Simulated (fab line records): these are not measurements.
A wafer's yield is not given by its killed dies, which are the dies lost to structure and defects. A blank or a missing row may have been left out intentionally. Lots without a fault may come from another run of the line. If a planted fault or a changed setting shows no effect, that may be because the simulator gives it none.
Matching of chambers    flow n5_finfet    N5_BEOL_M6_CVD_78 on cvd_co-01 has 3 sister chambers
The step deposits Co from CCTBA/H2, target thk 2 nm, time 142.3 s. 14 wafers are shown with their chamber, then 6 later ones without.

== WAFERS WITH THEIR CHAMBER ==
wafer   chamber  run_length_s (s)
L382.1  2        165.9
L382.2  1        166.0
L382.6  0        165.4
L387.2  1        165.6
L387.4  2        166.0
L387.5  1        164.9
L388.5  2        165.8
L389.1  0        165.1
L401.1  1        165.0
L401.3  2        166.0
L401.6  0        165.0
L403.3  0        165.0
L403.4  1        164.9
L403.5  2        165.8

SIGNATURES (averages over the wafers above)
reading       chamber 0  chamber 1  chamber 2  scatter within a chamber
run_length_s  165.125    165.280    165.900    0.321
Rule: a wafer's distance from a chamber is the root of the sum, over the readings, of the square of ((its reading less the chamber's mean) divided by the reading's scatter). If the next closest chamber is less than 2 further off than the closest, the wafer can't be placed; otherwise it belongs to the closest. The scatter is the square root of a quotient: the sum, over the shown wafers, of each reading's squared deviation from its chamber's mean, divided by wafers minus chambers.

== WAFERS WHOSE CHAMBER IS MISSING ==
wafer   run_length_s (s)
L402.2  165.8
L402.3  164.9
L402.5  165.1
L405.1  165.4
L405.2  164.9
L405.3  165.1

== CHAMBER TAKEN BY EACH ==
wafer   from the rows above           in truth
L402.2  can't be placed: 2 or 1 or 0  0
L402.3  can't be placed: 0 or 1       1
L402.5  can't be placed: 0 or 1       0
L405.1  can't be placed: 1 or 0 or 2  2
L405.2  can't be placed: 0 or 1       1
L405.3  can't be placed: 0 or 1       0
Placed correctly: 0 of 6. Not placeable from these rows: 6 (in 6, the candidates include the true chamber). 0 placed wrongly.
